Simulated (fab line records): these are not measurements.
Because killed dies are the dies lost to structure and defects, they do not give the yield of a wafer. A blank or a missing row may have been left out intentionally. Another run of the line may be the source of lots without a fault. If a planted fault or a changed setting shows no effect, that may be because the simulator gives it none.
Chamber matching -- flow n5Finfet -- cmp-03 running N5_STI_FIN_REVEAL_CMP_04: 4 sister chambers
The step polishes, stops on Si3N4, t overpolish 4 s, target thk 131.83 nm. 4 wafers are shown with their chamber, then 10 later ones without.

## WAFERS, EACH WITH ITS CHAMBER
wafer,chamber,motorCurrentA (A)
L078.1,0,8.2
L081.6,1,7.1
L082.2,2,7.7
L082.3,3,8.3

## WAFERS WHOSE CHAMBER IS MISSING
wafer,motorCurrentA (A)
L082.6,8.6
L090.1,8.6
L090.2,7.3
L090.5,8.1
L093.1,8.1
L093.3,8.4
L093.6,7.4
L095.1,7.9
L095.3,8.5
L095.4,7.3

## CHAMBER TAKEN BY EACH
wafer,from the rows above,in truth
L082.6,can't be placed: 3 or 0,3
L090.1,can't be placed: 3 or 0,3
L090.2,can't be placed: 1 or 2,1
L090.5,can't be placed: 0 or 3 or 2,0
L093.1,can't be placed: 0 or 3 or 2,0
L093.3,can't be placed: 3 or 0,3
L093.6,can't be placed: 2 or 1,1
L095.1,can't be placed: 2 or 0 or 3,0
L095.3,can't be placed: 3 or 0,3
L095.4,can't be placed: 1 or 2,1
Correct placement for 0 of the 10. Cannot be placed on the basis of these rows: 10; the candidates contain the true chamber in 10. 0 placed wrongly.
How it was worked out, from the rows above alone: a wafer's distance from a chamber is the root of the sum, over the readings, of the square of ((its reading less the chamber's mean) divided by the reading's scatter). If the next closest chamber is less than 2 further off than the closest, the wafer can't be placed; otherwise it belongs to the closest. For every chamber, the mean is computed from those of its wafers that are shown. The scatter (one wafer shown for each chamber): square how far every hidden wafer sits from the nearest shown wafer, average those squares and take the square root.
